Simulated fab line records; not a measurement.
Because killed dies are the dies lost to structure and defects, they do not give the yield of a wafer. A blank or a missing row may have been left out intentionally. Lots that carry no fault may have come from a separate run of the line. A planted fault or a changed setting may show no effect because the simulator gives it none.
Matching of chambers / flow n5_finfet / N5_MOL_CONTACT_COAG_CMP_23 on cmp-02: 4 sister chambers
The step polishes, stops on SiO2, t overpolish 1.5 s, target thk 0 nm. 14 wafers are shown with their chamber, then 7 later ones without.

EACH WAFER AND ITS CHAMBER
wafer=L075.1; chamber=2; motor_current_A (A)=8.0; time_to_endpoint_s (s)=7.3; overpolish_run_s (s)=1.509
wafer=L075.3; chamber=0; motor_current_A (A)=7.2; time_to_endpoint_s (s)=8.5; overpolish_run_s (s)=1.478
wafer=L075.5; chamber=2; motor_current_A (A)=8.1; time_to_endpoint_s (s)=6.2; overpolish_run_s (s)=1.485
wafer=L082.1; chamber=0; motor_current_A (A)=7.1; time_to_endpoint_s (s)=8.9; overpolish_run_s (s)=1.508
wafer=L082.3; chamber=1; motor_current_A (A)=8.2; time_to_endpoint_s (s)=4.9; overpolish_run_s (s)=1.498
wafer=L082.6; chamber=3; motor_current_A (A)=8.0; time_to_endpoint_s (s)=4.2; overpolish_run_s (s)=1.491
wafer=L085.1; chamber=3; motor_current_A (A)=7.6; time_to_endpoint_s (s)=8.3; overpolish_run_s (s)=1.496
wafer=L085.2; chamber=0; motor_current_A (A)=7.4; time_to_endpoint_s (s)=5.4; overpolish_run_s (s)=1.508
wafer=L085.5; chamber=2; motor_current_A (A)=8.0; time_to_endpoint_s (s)=7.2; overpolish_run_s (s)=1.492
wafer=L088.2; chamber=3; motor_current_A (A)=8.1; time_to_endpoint_s (s)=8.6; overpolish_run_s (s)=1.501
wafer=L088.5; chamber=3; motor_current_A (A)=8.0; time_to_endpoint_s (s)=10.1; overpolish_run_s (s)=1.509
wafer=L088.6; chamber=2; motor_current_A (A)=7.9; time_to_endpoint_s (s)=10.7; overpolish_run_s (s)=1.489
wafer=L089.2; chamber=1; motor_current_A (A)=8.2; time_to_endpoint_s (s)=7.1; overpolish_run_s (s)=1.495
wafer=L089.3; chamber=2; motor_current_A (A)=8.0; time_to_endpoint_s (s)=5.7; overpolish_run_s (s)=1.494

SIGNATURES (means of the wafers above)
reading=motor_current_A; chamber 0=7.233; chamber 1=8.200; chamber 2=8.000; chamber 3=7.925; scatter within a chamber=0.146
reading=time_to_endpoint_s; chamber 0=7.600; chamber 1=6.000; chamber 2=7.420; chamber 3=7.800; scatter within a chamber=2.1
reading=overpolish_run_s; chamber 0=1.49800; chamber 1=1.49650; chamber 2=1.49380; chamber 3=1.49925; scatter within a chamber=0.0106
Rule: for each reading, subtract the chamber's mean from the wafer's reading, divide by that reading's scatter and square the result; add these up over the readings and take the root, which gives the wafer's distance from the chamber. If the next closest chamber is less than 2 further off than the closest, the wafer can't be placed; otherwise it belongs to the closest. The scatter: take each reading less its chamber's mean, square it, sum over the shown wafers, divide by the number of wafers less the number of chambers, and take the root.

WAFERS WHOSE CHAMBER IS MISSING
wafer=L089.6; motor_current_A (A)=8.2; time_to_endpoint_s (s)=6.8; overpolish_run_s (s)=1.504
wafer=L093.1; motor_current_A (A)=8.0; time_to_endpoint_s (s)=6.0; overpolish_run_s (s)=1.495
wafer=L093.3; motor_current_A (A)=7.2; time_to_endpoint_s (s)=7.4; overpolish_run_s (s)=1.497
wafer=L093.5; motor_current_A (A)=7.1; time_to_endpoint_s (s)=6.8; overpolish_run_s (s)=1.503
wafer=L097.2; motor_current_A (A)=8.1; time_to_endpoint_s (s)=4.6; overpolish_run_s (s)=1.499
wafer=L097.3; motor_current_A (A)=7.1; time_to_endpoint_s (s)=4.0; overpolish_run_s (s)=1.506
wafer=L097.6; motor_current_A (A)=8.0; time_to_endpoint_s (s)=2.6; overpolish_run_s (s)=1.506

EACH ONE'S CHAMBER
wafer=L089.6; from the rows above=can't be placed: 1 or 2 or 3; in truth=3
wafer=L093.1; from the rows above=can't be placed: 2 or 3 or 1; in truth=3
wafer=L093.3; from the rows above=0; in truth=0
wafer=L093.5; from the rows above=0; in truth=0
wafer=L097.2; from the rows above=can't be placed: 1 or 2 or 3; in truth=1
wafer=L097.3; from the rows above=0; in truth=0
wafer=L097.6; from the rows above=can't be placed: 1 or 2 or 3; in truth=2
Placed correctly: 3 of 7. Can't be placed from these rows: 4 (the true chamber is among the candidates in 4). Placed wrongly: 0.
